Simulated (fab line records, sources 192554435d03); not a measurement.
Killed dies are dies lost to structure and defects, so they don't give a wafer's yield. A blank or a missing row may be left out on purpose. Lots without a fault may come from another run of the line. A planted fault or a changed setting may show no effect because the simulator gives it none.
Split-lot experiment | flow n5_finfet | 7 lots, 21 wafers read, on a route of 1938 steps

THE SPLIT
At N5_BEOL_M5_COAT_22 (resist thk 30 nm), the setting spin_rpm was moved away from the recipe's 1500 rpm on 5 of the 21 wafers read, by -8.5% to +8.1%. The other wafers ran this setting at the recipe's value.

FROM THE SPLIT TO THE READING: what the file shows between them, 6 steps
- N5_BEOL_M5_EBR_24
- N5_BEOL_M5_SOFTBAKE_23: time 60 s
- N5_BEOL_M5_EXPOSE_25: exposes mask V4, defocus 10 nm
- N5_BEOL_M5_PEB_26: peb time 60 s
- N5_BEOL_M5_DEVELOP_27: develop time 30 s
- N5_BEOL_M5_DESCUM_33: chemistry O2, time 7 s

THE READING
CAR-EUV_of_BEOL_M5_COAT_22.thk_nm (the simulator's own value, which no gauge read), in nm, at N5_BEOL_M5_ETCH_75 (etches underlayer in N2/H2, target depth 6.5 nm, time 5.2 s). The file gives no usual value for it. The 16 wafers here that ran the recipe average 20.4 nm, standard deviation 0.12 nm.

wafer  | tool, chamber at the split | spin_rpm as run, rpm | against the recipe | CAR-EUV_of_BEOL_M5_COAT_22.thk_nm, nm | against lot-mates on the recipe
L077.1 | litho_track-05, 0          | 1500                 | recipe             | 20.2                                  | -
L077.4 | litho_track-05, 0          | 1500                 | recipe             | 20.2                                  | -
L077.3 | litho_track-05, 0          | 1500                 | recipe             | 20.4                                  | -
L080.1 | litho_track-03, 0          | 1372                 | -8.5%              | 21.6                                  | +1.2
L080.3 | litho_track-03, 0          | 1500                 | recipe             | 20.4                                  | -
L080.4 | litho_track-03, 0          | 1500                 | recipe             | 20.4                                  | -
L082.1 | litho_track-05, 0          | 1500                 | recipe             | 20.4                                  | -
L082.6 | litho_track-05, 0          | 1500                 | recipe             | 20.4                                  | -
L082.4 | litho_track-05, 0          | 1548                 | +3.2%              | 20                                    | -0.4
L086.2 | litho_track-05, 0          | 1587                 | +5.8%              | 19.6                                  | -0.8
L086.4 | litho_track-05, 0          | 1587                 | +5.8%              | 19.4                                  | -1.0
L086.6 | litho_track-05, 0          | 1500                 | recipe             | 20.4                                  | -
L091.1 | litho_track-05, 0          | 1500                 | recipe             | 20.4                                  | -
L091.3 | litho_track-05, 0          | 1500                 | recipe             | 20.4                                  | -
L091.2 | litho_track-05, 0          | 1500                 | recipe             | 20.2                                  | -
L094.3 | litho_track-05, 0          | 1500                 | recipe             | 20.6                                  | -
L094.5 | litho_track-05, 0          | 1500                 | recipe             | 20.6                                  | -
L094.6 | litho_track-05, 0          | 1500                 | recipe             | 20.4                                  | -
L095.2 | litho_track-01, 0          | 1500                 | recipe             | 20.2                                  | -
L095.3 | litho_track-01, 0          | 1622                 | +8.1%              | 19.2                                  | -1.1
L095.6 | litho_track-01, 0          | 1500                 | recipe             | 20.4                                  | -

THE FIT
A straight line over all 21 wafers: CAR-EUV_of_BEOL_M5_COAT_22.thk_nm changes by -0.145 nm for each +1% of spin_rpm; r = -0.97; the points scatter about the line by 0.12 nm.
The same after taking each lot's own level away (the mean of its wafers on the recipe; 21 wafers): -0.143 nm for each +1%; r = -0.98; scatter 0.085 nm.
On that fit, the largest move of spin_rpm shifts the reading by 1.2 nm.
The lots' own levels span 20.27 to 20.53 nm, that is 2.2 times the standard deviation above.
So the lot-to-lot level changes the slope little: the two slopes agree.
Check: with one of the wafers moved furthest among these (-8.5%) left out of the fit, the line predicts +1.23 nm for it against its lot-mates. It came out at +1.2 nm against them.

OTHER SPLITS ON THESE WAFERS
These wafers also went through other splits before the reading. Each is held against what the fit with the lots' levels taken away leaves over:
other split on the same wafers | wafers away from the commonest value | r with CAR-EUV_of_BEOL_M5_COAT_22.thk_nm (lot level and that fit taken away)
N5_BEOL_M4_COAT_67 spin_rpm    | 7                                    | -0.22
N5_BEOL_M4_EXPOSE_25 dose_mj   | 8                                    | +0.07
N5_BEOL_M5_EXPOSE_08 dose_mj   | 3                                    | -0.10

THE WHOLE CHAIN: every reading that the file lists as answering this split, in the file's order
step                  | what it does                                                | reading                                                                            | change (the file's fit)               | r (the file's)
N5_BEOL_M5_COAT_22    | resist thk 30 nm                                            | CAR-EUV_of_BEOL_M5_COAT_22.thk_nm (the simulator's own value, which no gauge read) | -0.151 nm for each +1% of the setting | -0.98
N5_BEOL_M5_DEVELOP_27 | develop time 30 s                                           | CAR-EUV_of_BEOL_M5_COAT_22.thk_nm (the simulator's own value, which no gauge read) | -0.161 nm for each +1% of the setting | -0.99
N5_BEOL_M5_ETCH_75    | etches underlayer in N2/H2, target depth 6.5 nm, time 5.2 s | CAR-EUV_of_BEOL_M5_COAT_22.thk_nm (the simulator's own value, which no gauge read) | -0.14 nm for each +1% of the setting  | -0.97

THE FILE'S OWN FIT
CAR-EUV_of_BEOL_M5_COAT_22.thk_nm changes by -0.14 nm for each +1% of spin_rpm, r = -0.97.
